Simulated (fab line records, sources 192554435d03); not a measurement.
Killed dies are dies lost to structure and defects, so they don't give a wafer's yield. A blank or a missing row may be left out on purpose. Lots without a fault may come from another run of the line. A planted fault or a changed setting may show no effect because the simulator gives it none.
fab line records | flow n5_finfet
record lots=7 wafers=21
route steps=1938 shown BEOL_M8@1370 BEOL_M9@1407 BEOL_M10@1470 BEOL_M11@1539
start_h: hours from the record's first day to the start of the lot's first wafer shown | wait_h: hours since the lot's step before | " the same as in the row above | L1.1+2: a row that stands for several wafers | - no value, or no start given | * or withheld: withheld | < > ~ a bound
route shown NAME@n: a module of which the file shows steps, and the number in the route of the first | usual: mean/standard deviation of fault-free wafers | same: alike in all rows | chamber/n: place in a boat | sites: the reading at each site | _std_site: their standard deviation | _edge_site: outer sites' mean less inner sites' | radius_mm: how far each site lies from the wafer's centre | mask NAME#n: copy n | behind: the tool/chamber that last shaped the wafer | hold: why the lot was held/for how many hours/how that ended | device: the transistor (n, p or np) that didn't switch | end of line: the same wafers' tests at the end of the route | a step without rows: its recipe alone | killed: dies lost to structure and defects at the first sort, not the wafer's yield | map: a wafer's dies, x killed, . not, _ none there
set.NAME: the setting as run; set.NAME@STEP: as run at that earlier step | model.NAME: the simulator's own value behind a step, which no gauge read
lots whose settings were changed on purpose; a table a step, a row a wafer
## steps
# step N5_BEOL_M8_ETCH_65
# recipe chemistry=CF4 target=SiARC target_depth_a=156 mask_material=CAR-EUV time_s=26 ion_energy_ev=80 pressure_mtorr=40 source_w=545 bias_w=36 Ar_flow_sccm=100 cf4_flow_sccm=100 ends=cleared
# usual etch_rf_on_time_s=26.4/0.94 rf_vpp_V=183.9/1.1
# columns lot.wafer tool chamber start_h wait_h set.source_w etch_rf_on_time_s rf_vpp_V
L074.2 rie_diel-02 2 218.18 0.0 545 25.4 185.4
L074.4 " 0 " " 545 26.7 185.6
L074.5 " 3 " " 545 25.0 185.4
L075.3 rie_diel-05 0 233.18 0.0 465.8 30.2 193.4
L075.4 " 2 " " 545 26.9 183.2
L075.5 " 0 " " 465.8 30.1 193.8
L080.2 rie_diel-05 0 246.94 0.0 641 22.6 172.5
L080.3 " 0 " " 641 22.7 174.1
L080.4 " 1 " " 545 28.6 184.3
L084.1 rie_diel-05 1 284.53 0.0 545 28.1 184.3
L084.3 " 2 " " 545 26.6 183.6
L084.5 " 3 " " 545 25.9 186.7
L086.2 rie_diel-02 1 290.09 0.0 572.2 24.7 180.7
L086.4 " 1 " " 545 26.0 183.7
L086.6 " 2 " " 545 25.2 184.5
L091.1 rie_diel-05 0 332.52 0.0 610.4 23.5 175.6
L091.4 " 2 " " 545 26.8 184.5
L091.6 " 0 " " 610.4 23.4 175.6
L097.3 rie_diel-02 0 378.39 0.0 545 26.9 184.9
L097.4 " 3 " " 545 25.3 184.6
L097.6 " 1 " " 545 26.3 182.7
# step N5_BEOL_M9_COAT_60
# recipe resist=SiARC temp_c=220 time_s=60 spin_rpm=1500 resist_thk_nm=30
# columns lot.wafer tool chamber start_h wait_h set.spin_rpm model.SiARC_of_BEOL_M9_COAT_60.thk_nm
L074.2+4+5 litho_track-03 0 - - 1500 30
L075.3 litho_track-02 0 - - 1400 31
L075.4+5 " 0 " " 1500 30
L080.2+3+4 litho_track-05 0 - - 1500 30
L084.1+3+5 litho_track-02 0 - - 1500 30
L086.2+4+6 litho_track-05 0 - - 1500 30
L091.1+6 litho_track-02 0 - - 1349 31.6
L091.4 " 0 " " 1500 29.8
L097.3 litho_track-03 0 - - 1379 31.2
L097.4 " 0 " " 1379 31.4
L097.6 " 0 " " 1500 30
# step N5_BEOL_M9_COAT_05
# recipe resist=CAR-ArF spin_rpm=1500 resist_thk_nm=90
# step N5_BEOL_M9_EBR_07
# recipe solvent=PGMEA ebr_width_mm=1.5
# step N5_BEOL_M9_DESCUM_16
# recipe chemistry=O2 time_s=7.9 source_power_w=50 bias_power_w=20 pressure_mtorr=20 rf_frequency_hz=2.712e+07 temp_c=40 resist=CAR-ArF o2_flow_sccm=225
# step N5_BEOL_M9_ETCH_61
# recipe chemistry=CF4 target=SiARC target_depth_a=390 mask_material=CAR-ArF time_s=65 ion_energy_ev=80 pressure_mtorr=40 source_w=545 bias_w=36 Ar_flow_sccm=100 cf4_flow_sccm=100 ends=cleared
# columns lot.wafer tool chamber start_h wait_h set.spin_rpm@BEOL_M9_COAT_60 model.etch.depth_nm model.CAR-ArF_of_BEOL_M9_COAT_05.thk_nm
L074.2 rie_diel-04 0 224.52 0.0 1500 30 55.8
L074.4 " 1 " " 1500 30.07 55.4
L074.5 " 2 " " 1500 30.04 55.6
L075.3 rie_diel-03 0 238.89 0.0 1400 31.05 54.4
L075.4 " 3 " " 1500 30.07 55.6
L075.5 " 2 " " 1500 30.04 55.6
L080.2 rie_diel-01 2 256.14 0.0 1500 29.94 56
L080.3 " 1 " " 1500 30.05 55.8
L080.4 " 0 " " 1500 30.03 55.8
L084.1 rie_diel-01 0 290.08 0.0 1500 30.03 55.8
L084.3 " 3 " " 1500 30.07 55.2
L084.5 " 1 " " 1500 30.01 55.8
L086.2 rie_diel-03 3 296.89 0.0 1500 29.98 56
L086.4 " 0 " " 1500 29.99 55.6
L086.6 " 0 " " 1500 29.91 55.6
L091.1 rie_diel-04 2 339.68 0.0 1349 31.58 54.2
L091.4 " 1 " " 1500 29.87 55.6
L091.6 " 3 " " 1349 31.58 54
L097.3 rie_diel-03 1 384.60 0.0 1379 31.24 54.2
L097.4 " 0 " " 1379 31.33 54
L097.6 " 2 " " 1500 29.96 55.2
# step N5_BEOL_M9_ETCH_62
# recipe chemistry=N2/H2 target=SOC target_depth_a=1100 overetch_a=220 mask_material=SiARC temp_c=40 time_s=165 ion_energy_ev=200 pressure_mtorr=30 source_w=840 bias_w=150 n2_flow_sccm=200 h2_flow_sccm=200
# columns lot.wafer tool chamber start_h wait_h set.spin_rpm@BEOL_M9_COAT_60 model.SiARC_of_BEOL_M9_COAT_60.thk_nm
L074.2 rie_diel-04 0 224.57 0.0 1500 23.2
L074.4 " 1 " " 1500 23.4
L074.5 " 2 " " 1500 24
L075.3 rie_diel-03 0 238.94 0.0 1400 24.6
L075.4 " 3 " " 1500 23.4
L075.5 " 2 " " 1500 23.6
L080.2 rie_diel-01 2 256.19 0.0 1500 23.4
L080.3 " 1 " " 1500 23.8
L080.4 " 0 " " 1500 23.2
L084.1+3 rie_diel-01 0,3 290.13 0.0 1500 23.2
L084.5 " 1 " " 1500 23.8
L086.2 rie_diel-03 3 296.94 0.0 1500 23.2
L086.4+6 " 0 " " 1500 23.6
L091.1 rie_diel-04 2 339.73 0.0 1349 25.4
L091.4 " 1 " " 1500 23.2
L091.6 " 3 " " 1349 25
L097.3 rie_diel-03 1 384.65 0.0 1379 24.6
L097.4 " 0 " " 1379 25
L097.6 " 2 " " 1500 23.6
# step N5_BEOL_M10_ILD_DEP_00
# recipe material=SiCOH_lowk target_thk_a=3085.1 temp_c=300 precursor=DEMS/porogen pressure_torr=5 rf_w=500 time_s=58
# columns lot.wafer tool chamber start_h wait_h set.time_s model.SiCOH_lowk_of_BEOL_M10_ILD_DEP_00.thk_nm
L074.2 pecvd-01 1 231.15 0.0 62.42 325.8
L074.4 " 0 " " 58 307.4
L074.5 " 1 " " 62.42 328
L075.3 pecvd-01 2 243.95 0.1 58 311.6
L075.4 " 0 " " 64.39 341.2
L075.5 " 2 " " 64.39 345.8
L080.2 pecvd-04 2 261.98 0.0 65.17 344.6
L080.3 " 1 " " 58 303.2
L080.4 " 0 " " 58 305
L084.1 pecvd-01 1 294.98 0.0 58 303.2
L084.3 " 0 " " 58 303.8
L084.5 " 0 " " 58 313.2
L086.2 pecvd-01 0 304.32 0.0 58 305.4
L086.4 " 0 " " 66.54 356
L086.6 " 1 " " 66.54 348.2
L091.1 pecvd-03 0 343.98 0.0 58 299.6
L091.4 " 0 " " 58 304
L091.6 " 1 " " 58 311.8
L097.3 pecvd-01 0 391.55 0.0 50.92 270.2
L097.4 " 1 " " 50.92 274.6
L097.6 " 0 " " 58 313.6
# step N5_BEOL_M10_CURE_71
# recipe temp_c=385 time_s=240 ambient=He/Ar material=SiCOH_lowk
# columns lot.wafer tool chamber start_h wait_h set.time_s@BEOL_M10_ILD_DEP_00 model.SiCOH_lowk_of_BEOL_M10_ILD_DEP_00.thk_nm
L074.2 uv_cure-03 2 231.32 0.1 62.42 283.2
L074.4 " 2 " " 58 267
L074.5 " 2 " " 62.42 285.2
L075.3 uv_cure-02 1 244.34 0.4 58 270.8
L075.4 " 1 " " 64.39 297
L075.5 " 1 " " 64.39 301
L080.2 uv_cure-02 1 262.14 0.1 65.17 300
L080.3 " 1 " " 58 263.2
L080.4 " 1 " " 58 265
L084.1 uv_cure-03 2 295.06 0.0 58 263.2
L084.3 " 2 " " 58 263.8
L084.5 " 2 " " 58 272
L086.2 uv_cure-02 0 304.48 0.1 58 265.4
L086.4 " 0 " " 66.54 310
L086.6 " 0 " " 66.54 303.2
L091.1 uv_cure-02 1 344.06 0.0 58 260.2
L091.4 " 1 " " 58 264
L091.6 " 1 " " 58 271
L097.3 uv_cure-03 2 391.92 0.3 50.92 234.2
L097.4 " 2 " " 50.92 238.2
L097.6 " 2 " " 58 272.4
# step N5_BEOL_M10_THK_MEAS_01
# recipe reads=SiCOH_lowk_of_BEOL_M10_ILD_DEP_00
# usual M10_ILD_THK=268/4.1
# columns lot.wafer tool chamber start_h wait_h set.time_s@BEOL_M10_ILD_DEP_00 M10_ILD_THK[nm]
L074.2 film_metro-01 - 231.75 0.4 62.42 283
L074.4 " - " " 58 267
L074.5 " - " " 62.42 285
L075.3 film_metro-02 - 245.02 0.5 58 271
L075.4 " - " " 64.39 297
L075.5 " - " " 64.39 301
L080.2 film_metro-02 - 262.57 0.4 65.17 300
L080.3 " - " " 58 263
L080.4 " - " " 58 265
L084.1 film_metro-02 - 295.57 0.4 58 263
L084.3 " - " " 58 264
L084.5 " - " " 58 272
L086.2 film_metro-02 - 304.91 0.4 58 265
L086.4 " - " " 66.54 310
L086.6 " - " " 66.54 303
L091.1 film_metro-02 - 344.57 0.4 58 260
L091.4 " - " " 58 264
L091.6 " - " " 58 271
L097.3 film_metro-02 - 392.27 0.3 50.92 234
L097.4 " - " " 50.92 238
L097.6 " - " " 58 272
# step N5_BEOL_M11_PECVD_70
# recipe material=SiO2 target_thk_a=200 temp_c=400 precursor=TEOS/O2 pressure_torr=5.5 rf_w=450 teos_flow_sccm=53.8 gas=O2 flow_sccm=3000 time_s=22.7
# columns lot.wafer tool chamber start_h wait_h set.temp_c model.SiO2_of_BEOL_M11_PECVD_70.thk_nm
L074.2+5 pecvd-01 0,2 239.90 0.0 413.2 18
L074.4 " 0 " " 400 20.2
L075.3 pecvd-02 2 257.17 0.0 400 19.4
L075.4 " 0 " " 400 19.8
L075.5 " 1 " " 400 20.8
L080.2 pecvd-01 0 269.42 0.0 400 20.2
L080.3 " 2 " " 400 20
L080.4 " 0 " " 393.3 21.2
L084.1+3 pecvd-01 0,1 305.88 0.0 400 19.8
L084.5 " 0 " " 400 20.2
L086.2 pecvd-02 1 314.39 0.0 400 19.6
L086.4 " 0 " " 400 20
L086.6 " 1 " " 405 19.4
L091.1 pecvd-04 1 351.48 0.0 400 19.6
L091.4 " 2 " " 400 19.8
L091.6 " 1 " " 400 20.2
L097.3 pecvd-01 1 402.16 0.0 400 19.4
L097.4 " 0 " " 414.1 17.8
L097.6 " 2 " " 414.1 18
# step N5_BEOL_M11_EXPOSE_08
# recipe mask_id=M11 na=1.35 source_shape=dipole sigma_inner=0.411 sigma_outer=0.611 polarization=te dose_mj=53.75
# columns lot.wafer tool chamber start_h wait_h mask set.dose_mj
L074.2+4 arfi_scanner-03 0 241.75 - M11#0 53.75
L074.5 " 0 " " M11#0 51
L075.3+4 arfi_scanner-02 0 259.32 - M11#0 53.75
L075.5 " 0 " " M11#0 55.67
L080.2+4 arfi_scanner-01 0 270.37 - M11#0 51.85
L080.3 " 0 " " M11#0 53.75
L084.1+3+5 arfi_scanner-01 0 306.31 - M11#0 53.75
L086.2+4+6 arfi_scanner-01 0 314.84 - M11#0 53.75
L091.1+4 arfi_scanner-01 0 352.60 - M11#0 57.39
L091.6 " 0 " " M11#0 53.75
L097.3+4 arfi_scanner-03 0 404.04 - M11#0 53.75
L097.6 " 0 " " M11#0 50.82
# step N5_BEOL_M11_PEB_09
# recipe peb_temp_c=withheld peb_time_s=60 resist=CAR-ArF
# step N5_BEOL_M11_DEVELOP_10
# recipe develop_time_s=30 developer=TMAH resist=CAR-ArF rinse_liquid=diw dry=air_spin dev_temp_c=23
# step N5_BEOL_M11_CD_MEAS_11
# recipe target_cd_nm=64.1 landing_energy_ev=500 detector=se_inlens polarity=opening
# usual cd_nm=63.9/0.64
# columns lot.wafer tool chamber start_h wait_h set.dose_mj@BEOL_M11_EXPOSE_08 cd_nm
L074.2 cd_sem-02 0 241.87 - 53.75 64.0
L074.4 " 0 " " 53.75 63.7
L074.5 " 0 " " 51 61.1
L075.3 cd_sem-01 0 259.44 - 53.75 64.4
L075.4 " 0 " " 53.75 64.3
L075.5 " 0 " " 55.67 65.9
L080.2 cd_sem-02 0 270.49 - 51.85 62.3
L080.3 " 0 " " 53.75 62.6
L080.4 " 0 " " 51.85 62.0
L084.1 cd_sem-01 0 306.44 - 53.75 63.5
L084.3 " 0 " " 53.75 65.1
L084.5 " 0 " " 53.75 63.8
L086.2 cd_sem-01 0 314.96 - 53.75 64.3
L086.4 " 0 " " 53.75 62.9
L086.6 " 0 " " 53.75 63.0
L091.1 cd_sem-02 0 352.73 - 57.39 67.5
L091.4 " 0 " " 57.39 67.3
L091.6 " 0 " " 53.75 63.1
L097.3 cd_sem-02 0 404.15 - 53.75 64.4
L097.4 " 0 " " 53.75 63.2
L097.6 " 0 " " 50.82 61.6
# step N5_BEOL_M11_DESCUM_16
# recipe chemistry=O2 time_s=7.9 source_power_w=50 bias_power_w=20 pressure_mtorr=20 rf_frequency_hz=2.712e+07 temp_c=40 resist=CAR-ArF o2_flow_sccm=225
# step N5_BEOL_M11_ETCH_61
# recipe chemistry=CF4 target=SiARC target_depth_a=390 mask_material=CAR-ArF time_s=65 ion_energy_ev=80 pressure_mtorr=40 source_w=545 bias_w=36 Ar_flow_sccm=100 cf4_flow_sccm=100 ends=cleared
# columns lot.wafer tool chamber start_h wait_h set.dose_mj@BEOL_M11_EXPOSE_08 model.BEOL_M11.cd_offset_nm
L074.2 rie_diel-01 0 241.99 0.0 53.75 0.4
L074.4 " 1 " " 53.75 0
L074.5 " 0 " " 51 -3
L075.3 rie_diel-04 3 260.39 0.0 53.75 0.2
L075.4 " 1 " " 53.75 0
L075.5 " 1 " " 55.67 1.8
L080.2 rie_diel-04 1 271.50 0.0 51.85 -2
L080.3 " 0 " " 53.75 -1.4
L080.4 " 3 " " 51.85 -2.4
L084.1 rie_diel-03 2 306.63 0.0 53.75 -0.6
L084.3 " 0 " " 53.75 1.6
L084.5 " 3 " " 53.75 0.2
L086.2 rie_diel-03 0 315.09 0.0 53.75 0.2
L086.4+6 " 3,0 " " 53.75 -0.8
L091.1 rie_diel-04 2 352.85 0.0 57.39 3.4
L091.4 " 3 " " 57.39 3
L091.6 " 1 " " 53.75 -1.2
L097.3 rie_diel-01 0 404.27 0.0 53.75 0.2
L097.4 " 2 " " 53.75 -1
L097.6 " 3 " " 50.82 -2.8
# step N5_BEOL_M11_ETCH_62
# recipe chemistry=N2/H2 target=SOC target_depth_a=1100 overetch_a=220 mask_material=SiARC temp_c=40 time_s=165 ion_energy_ev=200 pressure_mtorr=30 source_w=840 bias_w=150 n2_flow_sccm=200 h2_flow_sccm=200
# columns lot.wafer tool chamber start_h wait_h set.dose_mj@BEOL_M11_EXPOSE_08 model.BEOL_M11.cd_offset_nm
L074.2+4 rie_diel-01 0,1 242.04 0.0 53.75 0.2
L074.5 " 0 " " 51 -2.8
L075.3 rie_diel-04 3 260.44 0.0 53.75 0.4
L075.4 " 1 " " 53.75 0
L075.5 " 1 " " 55.67 1.8
L080.2 rie_diel-04 1 271.55 0.0 51.85 -1.8
L080.3 " 0 " " 53.75 -0.8
L080.4 " 3 " " 51.85 -2
L084.1 rie_diel-03 2 306.68 0.0 53.75 -0.6
L084.3 " 0 " " 53.75 1.4
L084.5 " 3 " " 53.75 0.6
L086.2 rie_diel-03 0 315.14 0.0 53.75 0.4
L086.4 " 3 " " 53.75 -0.4
L086.6 " 0 " " 53.75 -0.8
L091.1+4 rie_diel-04 2,3 352.90 0.0 57.39 3.4
L091.6 " 1 " " 53.75 -0.8
L097.3 rie_diel-01 0 404.32 0.0 53.75 0
L097.4 " 2 " " 53.75 -0.8
L097.6 " 3 " " 50.82 -2.2
# step N5_BEOL_M11_STRIP_68
# recipe chemistry=N2/H2 temp_c=40 n2_flow_sccm=200 h2_flow_sccm=200 rf_frequency_hz=6e+07
# step N5_BEOL_M11_STRIP_67
# recipe chemistry=CF4 resist=SiARC power_w=300 bias_power_w=75 pressure_mtorr=50 cf4_flow_sccm=150 rf_frequency_hz=6e+07
# step N5_BEOL_M11_HM_OPEN_17
# recipe chemistry=Cl2/BCl3 target_depth_a=200 overetch_a=60 target=TiN mask_material=SOC ion_energy_ev=150 pressure_mtorr=10 icp_w=1000 bias_w=126 Cl2_flow_sccm=53.25 bcl3_flow_sccm=21.75 Ar_flow_sccm=25
# columns lot.wafer tool chamber start_h wait_h set.dose_mj@BEOL_M11_EXPOSE_08 model.BEOL_M11.cd_offset_nm
L074.2+4 rie_metal-03 1 242.23 0.0 53.75 0
L074.5 " 1 " " 51 -3
L075.3 rie_metal-02 0 260.66 0.1 53.75 0
L075.4 " 1 " " 53.75 -0.2
L075.5 " 0 " " 55.67 1.6
L080.2 rie_metal-01 0 271.77 0.1 51.85 -1.8
L080.3 " 0 " " 53.75 -0.8
L080.4 " 0 " " 51.85 -2
L084.1 rie_metal-01 1 306.87 0.0 53.75 -0.4
L084.3 " 1 " " 53.75 1.6
L084.5 " 1 " " 53.75 0.6
L086.2 rie_metal-02 1 315.36 0.1 53.75 0.2
L086.4 " 1 " " 53.75 -0.6
L086.6 " 1 " " 53.75 -1
L091.1+4 rie_metal-01 0,1 353.09 0.0 57.39 3.6
L091.6 " 1 " " 53.75 -0.8
L097.3 rie_metal-03 1 404.54 0.1 53.75 0
L097.4 " 0 " " 53.75 -0.8
L097.6 " 0 " " 50.82 -2.2
# step N5_BEOL_M11_STRIP_19
# recipe chemistry=O2 power_w=400 temp_c=40 pressure_mtorr=30 rf_frequency_hz=6e+07 bias_power_w=0 overash_fraction=0.2 o2_flow_sccm=225
# step N5_BEOL_M11_CD_MEAS_18
# recipe pitch_nm=140 target_cd_nm=70
# usual cd_nm=69.8/0.7
# columns lot.wafer tool chamber start_h wait_h set.dose_mj@BEOL_M11_EXPOSE_08 cd_nm
L074.2 cd_sem-02 - 242.41 0.1 53.75 69.8
L074.4 " - " " 53.75 70.2
L074.5 " - " " 51 67.1
L075.3 cd_sem-01 - 260.94 0.1 53.75 70.1
L075.4 " - " " 53.75 69.7
L075.5 " - " " 55.67 72.1
L080.2 cd_sem-02 - 272.12 0.1 51.85 68.1
L080.3 " - " " 53.75 69.2
L080.4 " - " " 51.85 68.3
L084.1 cd_sem-01 - 307.06 0.0 53.75 69.6
L084.3 " - " " 53.75 71.5
L084.5 " - " " 53.75 70.7
L086.2 cd_sem-02 - 315.60 0.1 53.75 70.4
L086.4 " - " " 53.75 69.2
L086.6 " - " " 53.75 68.9
L091.1 cd_sem-01 - 353.27 0.0 57.39 73.4
L091.4 " - " " 57.39 73.2
L091.6 " - " " 53.75 69.2
L097.3 cd_sem-01 - 404.69 0.1 53.75 69.8
L097.4 " - " " 53.75 69.3
L097.6 " - " " 50.82 67.7
# step N5_BEOL_M11_COAT_63
# recipe resist=SOC temp_c=250 time_s=60 spin_rpm=1500 resist_thk_nm=100
# step N5_BEOL_M11_COAT_64
# recipe resist=SiARC temp_c=220 time_s=60 spin_rpm=1500 resist_thk_nm=30
# step N5_BEOL_M11_PRECLEAN_42
# recipe chemistry=residue_remover time_s=60 temp_c=40
# step N5_BEOL_M11_SRD_43
# recipe time_s=30 temp_c=23 rinse_liquid=diw dry=ipa_marangoni
# step N5_BEOL_M11_CD_MEAS_35
# recipe target_cd_nm=70 polarity=opening
# usual cd_nm=69.8/0.7
# columns lot.wafer tool chamber start_h wait_h set.dose_mj@BEOL_M11_EXPOSE_08 cd_nm
L074.2 cd_sem-02 - 244.61 0.0 53.75 70.0
L074.4 " - " " 53.75 70.2
L074.5 " - " " 51 66.6
L075.3 cd_sem-01 - 264.59 0.0 53.75 69.8
L075.4 " - " " 53.75 70.1
L075.5 " - " " 55.67 71.7
L080.2 cd_sem-02 - 274.81 0.0 51.85 68.4
L080.3 " - " " 53.75 69.1
L080.4 " - " " 51.85 68.0
L084.1 cd_sem-01 - 310.29 0.0 53.75 69.4
L084.3 " - " " 53.75 71.3
L084.5 " - " " 53.75 70.4
L086.2 cd_sem-01 - 317.90 0.0 53.75 70.4
L086.4 " - " " 53.75 69.2
L086.6 " - " " 53.75 68.7
L091.1 cd_sem-01 - 354.42 0.0 57.39 73.4
L091.4 " - " " 57.39 73.8
L091.6 " - " " 53.75 69.2
L097.3 cd_sem-03 - 405.85 0.0 53.75 70.2
L097.4 " - " " 53.75 69.2
L097.6 " - " " 50.82 67.8
## key
split step=N5_BEOL_M8_ETCH_65 setting=source_w stated=545 by=wafer
response step=N5_BEOL_M8_ETCH_65 reading=etch_rf_on_time_s change=* per=1% r=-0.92
response step=N5_BEOL_M8_ETCH_65 reading=rf_vpp_V change=-0.681 per=1% r=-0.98
split step=N5_BEOL_M9_COAT_60 setting=spin_rpm stated=1500 by=wafer
response step=N5_BEOL_M9_COAT_60 reading=model.SiARC_of_BEOL_M9_COAT_60.thk_nm change=-0.167 per=1% r=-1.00
response step=N5_BEOL_M9_ETCH_61 reading=model.etch.depth_nm change=-0.164 per=1% r=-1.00
response step=N5_BEOL_M9_ETCH_61 reading=model.CAR-ArF_of_BEOL_M9_COAT_05.thk_nm change=+0.152 per=1% r=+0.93
response step=N5_BEOL_M9_ETCH_62 reading=model.SiARC_of_BEOL_M9_COAT_60.thk_nm change=-0.176 per=1% r=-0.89
split step=N5_BEOL_M10_ILD_DEP_00 setting=time_s stated=58 by=wafer
response step=N5_BEOL_M10_ILD_DEP_00 reading=model.SiCOH_lowk_of_BEOL_M10_ILD_DEP_00.thk_nm change=+3.14 per=1% r=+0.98
response step=N5_BEOL_M10_CURE_71 reading=model.SiCOH_lowk_of_BEOL_M10_ILD_DEP_00.thk_nm change=+2.77 per=1% r=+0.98
response step=N5_BEOL_M10_THK_MEAS_01 reading=M10_ILD_THK change=+2.79 per=1% r=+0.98
split step=N5_BEOL_M11_PECVD_70 setting=temp_c stated=400 by=wafer
response step=N5_BEOL_M11_PECVD_70 reading=model.SiO2_of_BEOL_M11_PECVD_70.thk_nm change=-0.538 per=1% r=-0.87
split step=N5_BEOL_M11_EXPOSE_08 setting=dose_mj stated=53.75 by=wafer
response step=N5_BEOL_M11_CD_MEAS_11 reading=cd_nm change=+0.489 per=1% r=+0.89
response step=N5_BEOL_M11_ETCH_61 reading=model.BEOL_M11.cd_offset_nm change=+0.537 per=1% r=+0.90
response step=N5_BEOL_M11_ETCH_62 reading=model.BEOL_M11.cd_offset_nm change=+0.498 per=1% r=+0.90
response step=N5_BEOL_M11_HM_OPEN_17 reading=model.BEOL_M11.cd_offset_nm change=+0.511 per=1% r=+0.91
response step=N5_BEOL_M11_CD_MEAS_18 reading=cd_nm change=+0.505 per=1% r=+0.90
response step=N5_BEOL_M11_CD_MEAS_35 reading=cd_nm change=+0.527 per=1% r=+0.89
